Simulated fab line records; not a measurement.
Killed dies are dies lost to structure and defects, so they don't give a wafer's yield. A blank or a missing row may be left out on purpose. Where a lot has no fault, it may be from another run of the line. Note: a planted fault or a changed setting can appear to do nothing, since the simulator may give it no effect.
Comparing a struck lot with a sound one -- flow n5-finfet -- 21 out of 1938 route steps
Sound: wafers L502.3, L502.4, L502.5. Wafers L514.3, L514.5 were the ones struck. The cause is given at the end.
At each step with rows: each side's tool, then ch and its chambers, then its first start. Under that, the readings that differ: sound wafers -- struck wafers -- difference of the means -- sigmas: that difference in standard deviations of wafers without a fault.
alike: readings whose means differ by less than 2 such deviations, and words and numbers that are the same on both sides. not compared: withheld readings, readings that some wafer has no value for, bounds like >300 that may hide the same value, and numbers for which the record gives no deviation and whose values overlap.
Wherever a step has rows on one side only, a row that says differs or no value, or a row with sigmas, the two part there. Non-overlapping numbers with no deviation appear without sigmas and do not part them. A reading that every wafer of one side lacks parts them only if that side has two wafers or more.

first, 9 steps without rows for these wafers: N5_FIN_SAQP_EBR_12; N5_FIN_SAQP_SOFTBAKE_11 (time 60 s); N5_FIN_SAQP_EXPOSE_13 (exposes mask FIN CORE, target cd 35.6 nm); N5_FIN_SAQP_PEB_14 (peb time 60 s); N5_FIN_SAQP_DEVELOP_15 (develop time 30 s); N5_FIN_SAQP_DESCUM_21 (chemistry O2, time 7.9 s); N5_FIN_SAQP_ETCH_51 (etches SiARC in CF4, target depth 45.5 nm, time 75.8 s); N5_FIN_SAQP_ETCH_52 (etches SOC in N2/H2, target depth 100 nm, overetch 20 nm, time 150 s); N5_FIN_SAQP_STRIP_53 (strips in N2/H2).
N5_FIN_SAQP_HM_OPEN_73: chemistry CHF3/O2, target SiO2, stops on a-Si, target depth 12 nm, time 16.8 s.
  sound on rie-diel-02 ch 0,1, day 2 18:04; struck on rie-diel-02 ch 3, day 5 17:02
reading,sound,struck,difference,sigmas
model.SiARC_of_FIN_SAQP_COAT_50.thk-nm (nm),5.714 5.551 5.971,0 0,-6,
model.SOC_of_FIN_SAQP_COAT_49.thk-nm (nm),100.7 100.7 100.4,95.68 95.93,-4.80,
model.a-Si_of_FIN_SAQP_PECVD_06.thk-nm (nm),60.5 61.06 60.12,56.83 58.34,-2.98,
  alike: bias-w, drypump-motor-current-A, mfc-ar-sccm, oes_ar_750_au, oes-product-au, rf-fwd-power-W, rf-vpp-V, showerhead-plenum-p-Torr, throttle-valve-pct
  not compared: rf-hours-counter-h
then, 1 step without rows for these wafers: N5_FIN_SAQP_STRIP_74 (strips in CHF3/O2).
N5_FIN_SAQP_MANDREL_ETCH_22: etches a-Si in HBr/Cl2, stops on SiNx, target depth 60 nm, bt time 10 s, time 30 s.
  sound on rie-si-03 ch 0,1,3, day 2 18:10; struck on rie-si-05 ch 0,1, day 5 17:07
reading,sound,struck,difference,sigmas
oes-product-au (a.u.),0.774 0.767 0.764,0.725 0.751,-0.030,-2
model.SOC_of_FIN_SAQP_COAT_49.thk-nm (nm),76.41 76.37 76.43,71.64 71.93,-4.62,
model.etch.depth-nm (nm),60.5 61.06 60.12,56.83 58.34,-2.98,
  alike: bias-w, drypump-motor-current-A, rf-fwd-power-W, throttle-valve-pct
  not compared: rf-hours-counter-h
then, 5 steps without rows for these wafers: N5_FIN_SAQP_STRIP_55 (strips in N2/H2); N5_FIN_SAQP_STRIP_23 (strips in SPM, time 750 s); N5_FIN_SAQP_SRD_66 (time 30 s); N5_FIN_SAQP_RECESS_75 (chemistry HF/NH3, target SiO2, target depth 14.4 nm, afs cycles 3, sublimation time 60 s); N5_FIN_SAQP_SPACER1_ALD_24 (deposits SiO2, target thk 20.3 nm, pulse time 1 s, purge time 2 s).
N5_FIN_SAQP_SPACER1_ETCHBACK_25: etches SiO2 in CHF3/O2, target depth 24.4 nm, time 12.2 s.
  sound on rie-diel-03 ch 1,3, day 2 20:00; struck on rie-diel-04 ch 2, day 5 19:38
reading,sound,struck,difference,sigmas
model.a-Si_of_FIN_SAQP_PECVD_06.thk-nm (nm),59.6 60.2 59.2,55.8 57.4,-3.1,
  alike: bias-w, drypump-motor-current-A, mfc-ar-sccm, oes_ar_750_au, oes-product-au, rf-fwd-power-W, rf-vpp-V, showerhead-plenum-p-Torr, throttle-valve-pct
  not compared: rf-hours-counter-h
then, 1 step without rows for these wafers: N5_FIN_SAQP_MANDREL1_REMOVE_56 (chemistry HBr/Cl2/O2, target a-Si, stops on SiNx, bt time 10 s).
-- here the record skips 6 days between the struck wafers' starts before and after, leaving off in module FIN_SAQP and picking up in module BEOL_M4 (first step shown: number 1111 of the route) --
N5_BEOL_M4_RC_MEAS_101:
  sound on prober-01 ch 0, day 8 11:26; struck on prober-02 ch 0, day 12 05:00
  alike: DIBL_N, DIBL_P, IOFF_N, IOFF_P, ION_N, ION_P, SS_N, SS_P, VT_N, VT_P
-- the record jumps here: 4 days lie between the struck wafers' starts before and after (it left off in module BEOL_M4 and takes up again in module PASSIVATION, whose first step shown is number 1936 of the route) --
N5_PASSIVATION_PROBE_49:
  sound: prober-01 at day 12 18:45; struck: prober-01 at day 16 13:01
reading,sound,struck,difference,sigmas
killed-short,35 41 41,20 24,-17,-2
  alike: defect-limited-yield, killed_at_M0_to_M3, killed_at_M4_up, killed-at-contacts, killed-at-front-end, killed-at-other, killed-dies, killed-on-rim, killed-open, sort_bin_5_function, sort_bin_6_memory, sort-n-pass, sort-yield-pct

== WHERE THEY PART ==
At N5_FIN_SAQP_MANDREL_ETCH_22 first; at N5_PASSIVATION_PROBE_49 last (within this record only).

WHY: what had been put in by the simulator
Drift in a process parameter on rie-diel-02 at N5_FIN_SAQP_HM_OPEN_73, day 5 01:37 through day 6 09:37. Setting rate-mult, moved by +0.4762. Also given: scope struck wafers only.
